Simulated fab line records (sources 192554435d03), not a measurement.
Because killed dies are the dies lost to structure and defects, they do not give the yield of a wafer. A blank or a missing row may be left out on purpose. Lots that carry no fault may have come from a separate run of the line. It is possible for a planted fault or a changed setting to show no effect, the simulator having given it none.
Chamber matching / flow n5-finfet / rie-diel-03 running N5_SD_EPI_P_DESCUM_14: 4 sister chambers
The step chemistry O2, time 7.9 s. 8 wafers are shown with their chamber, then 9 later ones without.

## WAFERS WITH THEIR CHAMBER
wafer=L078.2; chamber=2; throttle-valve-pct (%)=20.61; showerhead-plenum-p-Torr (Torr)=2.18
wafer=L083.2; chamber=3; throttle-valve-pct (%)=20.56; showerhead-plenum-p-Torr (Torr)=2.08
wafer=L083.3; chamber=2; throttle-valve-pct (%)=20.63; showerhead-plenum-p-Torr (Torr)=2.17
wafer=L083.5; chamber=0; throttle-valve-pct (%)=20.55; showerhead-plenum-p-Torr (Torr)=2.21
wafer=L083.6; chamber=1; throttle-valve-pct (%)=20.10; showerhead-plenum-p-Torr (Torr)=2.11
wafer=L084.1; chamber=0; throttle-valve-pct (%)=20.55; showerhead-plenum-p-Torr (Torr)=2.21
wafer=L084.2; chamber=1; throttle-valve-pct (%)=20.12; showerhead-plenum-p-Torr (Torr)=2.11
wafer=L084.3; chamber=3; throttle-valve-pct (%)=20.56; showerhead-plenum-p-Torr (Torr)=2.08

## WAFERS WITHOUT THEIR CHAMBER
wafer=L084.4; throttle-valve-pct (%)=20.61; showerhead-plenum-p-Torr (Torr)=2.17
wafer=L084.5; throttle-valve-pct (%)=20.55; showerhead-plenum-p-Torr (Torr)=2.08
wafer=L084.6; throttle-valve-pct (%)=20.57; showerhead-plenum-p-Torr (Torr)=2.21
wafer=L087.2; throttle-valve-pct (%)=20.57; showerhead-plenum-p-Torr (Torr)=2.21
wafer=L087.3; throttle-valve-pct (%)=20.64; showerhead-plenum-p-Torr (Torr)=2.17
wafer=L087.6; throttle-valve-pct (%)=20.56; showerhead-plenum-p-Torr (Torr)=2.21
wafer=L089.3; throttle-valve-pct (%)=20.56; showerhead-plenum-p-Torr (Torr)=2.21
wafer=L089.4; throttle-valve-pct (%)=20.64; showerhead-plenum-p-Torr (Torr)=2.17
wafer=L089.5; throttle-valve-pct (%)=20.57; showerhead-plenum-p-Torr (Torr)=2.21

## WHICH CHAMBER EACH ONE RAN IN
wafer=L084.4; from the rows above=2; in truth=2
wafer=L084.5; from the rows above=3; in truth=3
wafer=L084.6; from the rows above=0; in truth=0
wafer=L087.2; from the rows above=0; in truth=0
wafer=L087.3; from the rows above=2; in truth=2
wafer=L087.6; from the rows above=0; in truth=0
wafer=L089.3; from the rows above=0; in truth=0
wafer=L089.4; from the rows above=2; in truth=2
wafer=L089.5; from the rows above=0; in truth=0
9 of 9 placed correctly. Left unplaced by these rows: 0. Wrongly placed: 0.
How it was worked out, from the rows above alone: a wafer's distance from a chamber is the root of the sum, over the readings, of the square of ((its reading less the chamber's mean) divided by the reading's scatter). The wafer belongs to the nearest chamber; if the next one is less than 2 further off, it can't be placed. For every chamber, the mean is computed from those of its wafers that are shown. The scatter: take each reading less its chamber's mean, square it, sum over the shown wafers, divide by the number of wafers less the number of chambers, and take the root.
